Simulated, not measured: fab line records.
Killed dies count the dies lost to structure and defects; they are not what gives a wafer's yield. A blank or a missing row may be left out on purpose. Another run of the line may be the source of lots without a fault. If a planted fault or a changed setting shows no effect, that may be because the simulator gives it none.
fab line records -- flow nand-harc
record: lots: 12, wafers: 36, last-day: 33
route steps=1302 shown P_CONTACT@232 END@1302
lots untouched by any fault: they come from a run of this same line in which no faults occurred
start-h: the number of hours between the record's first day and the start of the first shown wafer of the lot -- wait-h: how many hours have passed since the lot's step before this one -- " as in the row above -- L1.1+2: several wafers, shown together as one row -- - no value, or no start given -- * or withheld: withheld -- < > ~ a bound
route shown NAME@n: names a module that has steps shown in the file, with the first one's number in the route -- usual: the fault-free wafers' mean and standard deviation -- same: alike in all rows -- chamber/n: place in a boat -- sites: readings site by site -- _std_site: standard deviation of those values -- _edge_site: inner sites' mean taken away from outer sites' mean -- radius-mm: how far each site lies from the wafer's centre -- mask NAME#n: copy n -- behind: the tool/chamber that last shaped the wafer -- hold: why the lot went on hold/how many hours it stayed there/how the hold came to an end -- device: names the non-switching transistor (n, p or np) -- end of line: tests of these same wafers at the route's end -- step lacking rows: just its recipe -- killed: dies lost to structure and defects at the first sort, not the wafer's yield -- map: a wafer's dies, x killed, . not, _ none there
set.NAME: the setting that was run; set.NAME@STEP: the one run at that earlier step -- model.NAME: the simulator's own value behind a step, which no gauge read
the route's steps for a sample of lots (tables are steps, rows are wafers)
services: from which hour (start-h, from the record's first day; less than 0 if before it) a tool's chamber was out of use, for how many hours, and why
== steps ==
step: NHARC_P_CONTACT_CD_MEAS_12
recipe: target-cd-nm: 90, landing-energy-ev: 500
usual: cd-nm: 89.9/0.7
lot.wafer,tool,chamber,start-h,wait-h,cd-nm
L162.2,cd-sem-02,0,121.81,-,91.6
L162.3,cd-sem-02,0,121.81,-,91.4
L162.6,cd-sem-02,0,121.81,-,89.8
L163.1,cd-sem-01,0,128.57,-,89.7
L163.3,cd-sem-01,0,128.57,-,90.6
L163.6,cd-sem-01,0,128.57,-,89.7
L164.3,cd-sem-03,0,138.88,-,91.2
L164.5,cd-sem-03,0,138.88,-,90.1
L164.6,cd-sem-03,0,138.88,-,89.6
L165.1,cd-sem-01,0,151.80,-,90.2
L165.3,cd-sem-01,0,151.80,-,90.6
L165.5,cd-sem-01,0,151.80,-,90.0
L168.1,cd-sem-02,0,177.81,-,89.9
L168.3,cd-sem-02,0,177.81,-,90.7
L168.5,cd-sem-02,0,177.81,-,89.0
L171.4,cd-sem-03,0,209.45,-,89.4
L171.5,cd-sem-03,0,209.45,-,89.6
L171.6,cd-sem-03,0,209.45,-,89.1
L172.2,cd-sem-01,0,215.07,-,90.2
L172.4,cd-sem-01,0,215.07,-,90.2
L172.5,cd-sem-01,0,215.07,-,88.7
L173.1,cd-sem-01,0,224.85,-,88.4
L173.2,cd-sem-01,0,224.85,-,90.0
L173.6,cd-sem-01,0,224.85,-,90.4
L174.2,cd-sem-03,0,240.11,-,90.0
L174.3,cd-sem-03,0,240.11,-,91.0
L174.4,cd-sem-03,0,240.11,-,90.3
L175.1,cd-sem-02,0,260.01,-,91.1
L175.5,cd-sem-02,0,260.01,-,90.0
L175.6,cd-sem-02,0,260.01,-,90.1
L181.1,cd-sem-01,0,312.84,-,90.4
L181.5,cd-sem-01,0,312.84,-,89.4
L181.6,cd-sem-01,0,312.84,-,89.8
L182.1,cd-sem-03,0,322.13,-,90.2
L182.3,cd-sem-03,0,322.13,-,89.5
L182.6,cd-sem-03,0,322.13,-,90.6
step: NHARC_P_CONTACT_ETCH_36
recipe: target-depth-a: 2600, over-etch-frac: 0.25, time-s: 406.25, ion-energy-ev: 200, n2-flow-sccm: 150, h2-flow-sccm: 150, ar-flow-sccm: 0, rf-w: 400, bias-w: 150, chemistry: N2/H2
usual: drypump-motor-current-A: 5.3/0.44, oes-product-au: 1.000/0.0082, rf-vpp-V: 429.6/2.5, showerhead-plenum-p-Torr: 2.01/0.087, throttle-valve-pct: 14.171/0.0096
lot.wafer,tool,chamber,start-h,wait-h,drypump-motor-current-A,oes-product-au,rf-hours-counter-h,rf-vpp-V,showerhead-plenum-p-Torr,throttle-valve-pct
L162.2,rie-diel-06,3,-,-,4.8,1.014,8.2,428.4,1.99,14.164
L162.3,rie-diel-06,1,-,-,4.8,1.008,10.3,431.7,2.10,14.179
L162.6,rie-diel-06,3,-,-,4.8,1.020,-,430.4,1.99,14.158
L163.1,rie-diel-07,1,-,-,4.9,0.993,0.1,428.6,1.90,14.190
L163.3,rie-diel-07,3,-,-,5.1,1.006,0.1,434.1,2.13,14.159
L163.6,rie-diel-07,1,-,-,4.9,0.993,-,426.1,1.90,14.180
L164.3,rie-diel-11,1,-,-,5.3,1.004,1.0,426.7,1.92,14.166
L164.6,rie-diel-11,1,-,-,5.3,1.000,-,428.4,1.92,14.155
L164.5,rie-diel-11,2,-,-,5.6,0.995,-,426.0,1.90,14.163
L165.3,rie-diel-11,1,-,-,5.3,0.991,1.6,427.4,1.92,14.170
L165.1,rie-diel-11,2,-,-,5.5,0.991,1.6,427.5,1.90,14.158
L165.5,rie-diel-11,1,-,-,5.3,1.003,-,428.0,1.92,14.177
L168.1,rie-diel-11,3,-,-,5.9,1.007,2.4,428.2,1.97,14.171
L168.3,rie-diel-11,0,-,-,5.2,1.010,2.3,431.2,2.03,14.181
L168.5,rie-diel-11,3,-,-,5.9,1.005,-,429.1,1.97,14.174
L171.4,rie-diel-07,3,-,-,5.1,0.999,1.8,432.5,2.13,14.166
L171.5,rie-diel-07,3,-,-,5.0,0.994,-,432.5,2.13,14.185
L171.6,rie-diel-07,0,-,-,4.8,0.992,-,427.9,1.98,14.164
L172.2,rie-diel-11,0,-,-,5.3,1.014,3.3,429.9,2.03,14.185
L172.4,rie-diel-11,1,-,-,5.3,1.005,4.0,426.6,1.92,14.166
L172.5,rie-diel-11,3,-,-,5.9,1.016,-,429.5,1.97,14.153
L173.1,rie-diel-06,0,-,-,5.4,0.996,5.3,427.5,1.97,14.182
L173.2,rie-diel-06,2,-,-,5.3,1.008,5.0,434.5,2.17,14.187
L173.6,rie-diel-06,1,-,-,4.8,0.991,-,432.4,2.10,14.170
L174.3,rie-diel-06,3,-,-,4.8,0.994,5.9,429.0,1.99,14.171
L174.2,rie-diel-06,0,-,-,5.4,0.997,5.9,427.0,1.97,14.167
L174.4,rie-diel-06,1,-,-,4.8,1.006,-,433.1,2.10,14.180
L175.1,rie-diel-07,3,-,-,5.1,1.004,2.5,433.3,2.13,14.156
L175.6,rie-diel-07,2,-,-,6.1,1.010,-,432.3,2.10,14.180
L175.5,rie-diel-07,3,-,-,5.1,1.004,-,431.8,2.13,14.169
L181.1,rie-diel-07,0,-,-,4.8,0.984,0.3,429.1,1.97,14.159
L181.6,rie-diel-07,3,-,-,5.0,1.001,-,433.0,2.13,14.162
L181.5,rie-diel-07,0,-,-,4.8,0.983,-,428.0,1.97,14.170
L182.3,rie-diel-07,1,-,-,4.9,1.000,0.7,427.2,1.90,14.173
L182.1,rie-diel-07,2,-,-,6.1,1.006,0.7,432.6,2.10,14.170
L182.6,rie-diel-07,1,-,-,4.9,1.001,-,427.7,1.90,14.173
step: NHARC_P_CONTACT_PVD_32
recipe: target-thk-a: 50, chamber-pressure-pa: 5, power-w: 5000, substrate-temp-c: 200, time-s: 17.7, material: Ti
usual: cathode-dc-power-W: 5000.0/0.91, chamber-pressure-pa: 5.000/0.0098, throttle-valve-pct: 29.9/0.87
lot.wafer,tool,chamber,start-h,wait-h,cathode-dc-power-W,chamber-pressure-pa,throttle-valve-pct
L162.3,pvd-sputter-02,-,123.72,-,5000.3,4.986,30.0
L162.2,pvd-sputter-02,-,123.72,-,5001.2,4.997,30.9
L162.6,pvd-sputter-02,-,123.72,-,4999.6,4.987,30.0
L163.3,pvd-sputter-02,-,130.48,-,5000.2,5.005,30.1
L163.1,pvd-sputter-02,-,130.48,-,4999.5,5.015,29.1
L163.6,pvd-sputter-02,-,130.48,-,4999.2,5.002,30.4
L164.3,pvd-sputter-02,-,140.78,-,5001.3,5.006,30.4
L164.6,pvd-sputter-02,-,140.78,-,4999.2,4.992,30.8
L164.5,pvd-sputter-02,-,140.78,-,5000.7,5.005,30.2
L165.3,pvd-sputter-02,-,153.70,-,4999.1,5.006,30.1
L165.1,pvd-sputter-02,-,153.70,-,4998.8,4.998,30.7
L165.5,pvd-sputter-02,-,153.70,-,5000.7,5.001,30.1
L168.3,pvd-sputter-02,-,179.71,-,5000.6,4.992,30.7
L168.1,pvd-sputter-02,-,179.71,-,5001.0,5.020,29.8
L168.5,pvd-sputter-02,-,179.71,-,5000.4,5.004,29.1
L171.4,pvd-sputter-01,-,211.35,-,4999.5,4.996,30.7
L171.5,pvd-sputter-01,-,211.35,-,5000.1,4.998,30.7
L171.6,pvd-sputter-01,-,211.35,-,5001.4,4.988,30.7
L172.2,pvd-sputter-01,-,216.98,-,4999.8,5.008,30.6
L172.4,pvd-sputter-01,-,216.98,-,5000.8,4.997,31.0
L172.5,pvd-sputter-01,-,216.98,-,4999.6,5.012,29.1
L173.1,pvd-sputter-03,-,226.82,-,5000.6,4.993,28.2
L173.2,pvd-sputter-03,-,226.82,-,4998.9,5.005,29.0
L173.6,pvd-sputter-03,-,226.82,-,5000.3,5.007,29.0
L174.3,pvd-sputter-01,-,242.15,-,4999.9,5.024,31.4
L174.2,pvd-sputter-01,-,242.15,-,5000.8,5.014,29.6
L174.4,pvd-sputter-01,-,242.15,-,5000.4,5.002,29.9
L175.1,pvd-sputter-03,-,261.94,-,5001.6,5.004,30.1
L175.5,pvd-sputter-03,-,261.94,-,5000.3,5.002,30.8
L175.6,pvd-sputter-03,-,261.94,-,5000.0,5.004,28.2
L175.1,pvd-sputter-03,-,262.20,-,5000.5,5.002,29.7
L175.5,pvd-sputter-03,-,262.20,-,5001.9,5.016,31.0
L175.6,pvd-sputter-03,-,262.20,-,4998.1,4.989,28.0
L181.1,pvd-sputter-01,-,314.79,-,5000.2,4.989,30.0
L181.5,pvd-sputter-01,-,314.79,-,5000.8,5.003,31.3
L181.6,pvd-sputter-01,-,314.79,-,4999.6,4.968,29.6
L181.1,pvd-sputter-01,-,315.04,-,4999.1,5.016,30.3
L181.5,pvd-sputter-01,-,315.04,-,5000.9,4.998,31.3
L181.6,pvd-sputter-01,-,315.04,-,5000.6,5.012,29.8
L182.3,pvd-sputter-02,-,324.05,-,5001.4,4.990,29.6
L182.1,pvd-sputter-02,-,324.05,-,5000.2,4.990,29.5
L182.6,pvd-sputter-02,-,324.05,-,5001.7,4.985,28.7
L182.3,pvd-sputter-02,-,324.30,-,4999.8,5.019,30.0
L182.1,pvd-sputter-02,-,324.30,-,5001.2,4.993,29.5
L182.6,pvd-sputter-02,-,324.30,-,5000.6,4.984,28.9
step: NHARC_P_CONTACT_CMP_24
recipe: t-overpolish-s: 30, target-thk-nm: 200
usual: motor-current-A: 12.2/1.2, overpolish-run-s: 30.000/0.0083, retaining-ring-pressure-frac: 0.999/0.0053, time-to-endpoint-s: 40/3.2
lot.wafer,tool,chamber,start-h,wait-h,motor-current-A,overpolish-run-s,retaining-ring-pressure-frac,time-to-endpoint-s
L162.3,cmp-01,0,124.74,0.3,13.7,30.011,0.999,38
L162.2,cmp-01,1,124.74,0.3,13.3,30.009,0.999,38
L162.6,cmp-01,3,124.74,0.3,11.4,30.002,0.991,37
L163.1,cmp-01,2,131.48,0.6,13.8,30.000,0.996,34
L163.3,cmp-01,0,131.48,0.6,13.2,30.001,0.991,40
L163.6,cmp-01,3,131.48,0.6,11.2,29.999,0.997,37
L164.3,cmp-03,3,141.81,0.3,12.0,30.001,1.003,40
L164.5,cmp-03,2,141.81,0.3,9.8,30.008,1.000,37
L164.6,cmp-03,3,141.81,0.3,12.9,29.994,0.999,38
L165.3,cmp-03,1,154.73,0.4,14.6,30.014,1.000,40
L165.1,cmp-03,2,154.73,0.4,10.3,30.008,1.000,40
L165.5,cmp-03,0,154.73,0.4,11.6,30.014,0.992,44
L168.1,cmp-02,0,180.74,0.6,10.6,29.996,1.000,45
L168.3,cmp-02,2,180.74,0.6,11.8,29.996,1.004,41
L168.5,cmp-02,0,180.74,0.6,10.9,29.994,0.996,47
L171.4,cmp-01,3,212.33,0.3,10.9,29.993,1.003,39
L171.5,cmp-01,2,212.33,0.3,13.7,29.987,0.985,37
L171.6,cmp-01,3,212.33,0.3,11.6,29.993,1.003,41
L172.4,cmp-03,2,217.92,0.3,10.8,30.001,1.003,38
L172.2,cmp-03,0,217.92,0.3,11.9,29.979,0.992,44
L172.5,cmp-03,3,217.92,0.3,12.2,30.010,0.992,39
L173.2,cmp-02,2,227.78,0.5,12.4,29.998,1.000,40
L173.1,cmp-02,0,227.78,0.5,10.2,29.995,0.998,46
L173.6,cmp-02,3,227.78,0.5,11.6,29.999,0.998,39
L174.4,cmp-02,3,243.11,0.4,11.3,30.007,1.000,37
L174.2,cmp-02,0,243.11,0.4,10.4,30.008,1.000,41
L174.3,cmp-02,1,243.11,0.4,13.2,29.991,1.004,39
L175.1,cmp-01,2,263.22,0.5,14.5,29.996,1.000,39
L175.6,cmp-01,3,263.22,0.5,11.3,29.988,1.004,41
L175.5,cmp-01,0,263.22,0.5,13.5,30.012,0.994,44
L181.1,cmp-02,1,316.02,0.6,13.2,29.997,0.995,40
L181.5,cmp-02,0,316.02,0.6,10.5,29.997,0.986,44
L181.6,cmp-02,1,316.02,0.6,12.5,29.995,0.999,42
L182.3,cmp-01,1,325.25,0.3,12.8,29.997,1.004,40
L182.1,cmp-01,3,325.25,0.3,11.0,29.989,1.002,34
L182.6,cmp-01,1,325.25,0.3,12.9,29.992,1.000,37
step: NHARC_END_SORT_01
recipe: temp-c: 25
usual: killed-at-array: 65/19, killed-at-other: 0.9/1.1, killed-at-periphery: 3.5/2.3, killed-dies: 69/19, killed-open: 3.2/1.8, killed-short: 2.4/1.5
same: gross-dies: 677
lot.wafer,tool,chamber,start-h,wait-h,killed-at-array,killed-at-other,killed-at-periphery,killed-dies,killed-open,killed-short
L174.2,prober-01,0,676.87,2.8,72,1,5,78,4,5
L174.3,prober-01,0,677.68,3.1,76,0,2,78,2,1
L174.4,prober-01,0,678.50,3.4,62,1,2,65,4,3
L172.2,prober-02,0,684.67,2.8,84,0,3,87,4,2
L172.4,prober-02,0,686.26,3.4,91,0,4,95,7,4
L172.5,prober-02,0,687.05,3.7,87,2,3,92,7,0
L175.1,prober-02,0,714.74,2.5,53,0,6,59,5,1
L181.1,prober-02,0,772.15,2.5,82,4,4,90,5,3
killed by level:class
L174.2 A_CHANNEL_HOLE_D1:chamber-film-flake=33 A_CHANNEL_HOLE_D2:chamber-film-flake=19 A_STAIRCASE:chamber-film-flake=5 A_CONTACT:chamber-film-flake=5 A_CHANNEL_FILL_D1:geometric-particle:short=3 P_ZERO_WELL:chamber-film-flake=2 P_STI:chamber-film-flake=2 P_GATE:geometric-particle:open=1
L174.3 A_CHANNEL_HOLE_D1:chamber-film-flake=37 A_CHANNEL_HOLE_D2:chamber-film-flake=18 A_CONTACT:chamber-film-flake=10 A_STAIRCASE:chamber-film-flake=4 A_WL_FILL:chamber-film-flake=4 P_CONTACT:geometric-particle:open=1 P_M0:geometric-particle:open=1 A_CHANNEL_FILL_D2:geometric-particle:short=1
L174.4 A_CHANNEL_HOLE_D1:chamber-film-flake=32 A_CHANNEL_HOLE_D2:chamber-film-flake=19 A_CHANNEL_FILL_D1:geometric-particle:short=2 A_STAIRCASE:chamber-film-flake=2 A_CONTACT:chamber-film-flake=2 P_CONTACT:geometric-particle:open=1 P_M1:geometric-particle:open=1 A_ONON_D2:geometric-particle:open=1
L172.2 A_CHANNEL_HOLE_D1:chamber-film-flake=34 A_SLIT:chamber-film-flake=31 A_STAIRCASE:chamber-film-flake=7 A_CHANNEL_FILL_D1:chamber-film-flake=2 A_WL_FILL:chamber-film-flake=2 P_CONTACT:geometric-particle:short=1 A_ONON_D2:geometric-particle:open=1 A_SGD_CUT:geometric-particle:short=1
L172.4 A_CHANNEL_HOLE_D1:chamber-film-flake=36 A_SLIT:chamber-film-flake=34 A_STAIRCASE:chamber-film-flake=7 A_SGD_CUT:chamber-film-flake=3 A_DECK1_JOINT:geometric-particle:short=2 A_ONON_D2:geometric-particle:open=2 A_CHANNEL_FILL_D2:geometric-particle:open=2 P_STI:chamber-film-flake=2
L172.5 A_SLIT:chamber-film-flake=34 A_CHANNEL_HOLE_D1:chamber-film-flake=30 A_SGD_CUT:chamber-film-flake=6 A_STAIRCASE:chamber-film-flake=4 A_CONTACT:chamber-film-flake=3 A_CHANNEL_HOLE_D2:chamber-film-flake=2 A_WL_FILL:chamber-film-flake=2 THIN_TSV:chamber-film-flake=2
L175.1 A_CHANNEL_HOLE_D2:chamber-film-flake=19 A_CONTACT:chamber-film-flake=10 A_CHANNEL_HOLE_D1:chamber-film-flake=8 A_SGD_CUT:chamber-film-flake=5 A_WL_FILL:chamber-film-flake=4 P_GATE:chamber-film-flake=3 A_M0:geometric-particle:open=2 A_SLIT:chamber-film-flake=2
L181.1 A_CHANNEL_HOLE_D1:chamber-film-flake=32 A_CHANNEL_HOLE_D2:chamber-film-flake=30 A_SLIT:chamber-film-flake=7 A_STAIRCASE:chamber-film-flake=4 A_WL_FILL:chamber-film-flake=3 THIN_TSV:chamber-film-flake=3 P_CONTACT:geometric-particle:short=1 P_CONTACT:geometric-particle:open=1
== services ==
tool,chamber,start-h,hours,kind
pvd-sputter-02,-,104.45,10.0,pm
cmp-01,-,105.70,1.6,repair
cmp-03,-,106.70,1.3,repair
rie-diel-07,-,117.20,9.0,pm
cmp-02,-,126.02,11.0,repair
rie-diel-11,2,153.25,13.2,repair
rie-diel-07,3,166.02,8.9,repair
cmp-01,-,174.48,9.3,repair
cmp-01,-,185.63,4.0,pm
rie-diel-07,1,187.59,3.4,repair
rie-diel-07,-,191.11,0.8,repair
rie-diel-11,0,195.42,13.3,repair
cmp-02,-,196.04,2.3,repair
rie-diel-07,3,225.28,14.1,repair
pvd-sputter-02,-,225.95,10.9,repair
pvd-sputter-01,-,226.08,10.0,pm
cmp-02,-,235.00,4.0,pm
rie-diel-11,-,255.50,9.0,pm
cmp-01,-,273.13,1.0,repair
rie-diel-07,0,274.78,9.3,repair
pvd-sputter-02,-,282.45,10.0,pm
cmp-01,-,283.63,4.0,pm
rie-diel-11,2,283.73,10.9,repair
rie-diel-07,-,294.20,9.0,pm
== key ==
first-sign: step: NHARC_P_CONTACT_PVD_32, reading: visit, direction: added
effect none on later readings
met-at NHARC_P_CONTACT_PVD_32
struck-lots L175,L181,L182
tester-left-out L175,L181,L182
not-acting-at NHARC_P_CONTACT_CD_MEAS_12,NHARC_P_CONTACT_ETCH_36,NHARC_P_CONTACT_CMP_24
fault: kind: repeated-step-whole, tool: pvd-sputter-01,pvd-sputter-02,pvd-sputter-03, chamber: -, onset-h: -, steps: NHARC_P_CONTACT_PVD_32, times: 1, scope: struck-lots-only
tester-left-out: of these lots the tester's yield and bins aren't shown, on N5 and GAA mostly nor the transistor test; their killed dies are dies lost to structure and defects alone, not to doping, threshold or leakage, so they don't give the yield
